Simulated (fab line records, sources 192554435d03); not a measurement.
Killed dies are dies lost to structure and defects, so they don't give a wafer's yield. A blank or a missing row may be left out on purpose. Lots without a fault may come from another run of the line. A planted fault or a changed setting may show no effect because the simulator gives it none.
Chamber matching | flow n5_finfet | N5_BEOL_M8_DESCUM_16 on rie_diel-05: 4 sister chambers
The step chemistry O2, time 7.9 s. 8 wafers are shown with their chamber, then 10 later ones without.

WAFERS WITH THEIR CHAMBER
wafer  | chamber | showerhead_plenum_p_Torr (Torr) | drypump_motor_current_A (A)
L082.1 | 1       | 2.17                            | 5.7
L082.4 | 0       | 2.22                            | 5.1
L082.6 | 3       | 2.06                            | 5.9
L088.2 | 0       | 2.21                            | 5.1
L088.5 | 2       | 2.12                            | 5.8
L088.6 | 1       | 2.17                            | 5.6
L089.1 | 2       | 2.12                            | 5.8
L089.4 | 3       | 2.05                            | 5.9

WAFERS WITHOUT THEIR CHAMBER
wafer  | showerhead_plenum_p_Torr (Torr) | drypump_motor_current_A (A)
L089.6 | 2.12                            | 5.8
L093.1 | 2.12                            | 5.8
L093.5 | 2.16                            | 5.7
L093.6 | 2.12                            | 5.8
L095.2 | 2.05                            | 5.9
L095.4 | 2.21                            | 5.0
L095.5 | 2.05                            | 5.9
L097.3 | 2.04                            | 5.9
L097.4 | 2.04                            | 5.9
L097.6 | 2.16                            | 5.7

WHICH CHAMBER EACH WENT THROUGH
wafer  | from the rows above | in truth
L089.6 | 2                   | 2
L093.1 | 2                   | 2
L093.5 | 1                   | 1
L093.6 | 2                   | 2
L095.2 | 3                   | 3
L095.4 | 0                   | 0
L095.5 | 3                   | 3
L097.3 | 3                   | 3
L097.4 | 3                   | 3
L097.6 | 1                   | 1
Placed correctly: 10 of 10. Can't be placed from these rows: 0. Placed wrongly: 0.
How it was worked out, from the rows above alone: a wafer's distance from a chamber is the root of the sum, over the readings, of the square of ((its reading less the chamber's mean) divided by the reading's scatter). The wafer belongs to the nearest chamber; if the next one is less than 2 further off, it can't be placed. A chamber's mean is the mean of its shown wafers. The scatter: the root of (the sum of the squares of (reading less its chamber's mean) over the shown wafers, divided by (wafers less chambers)).
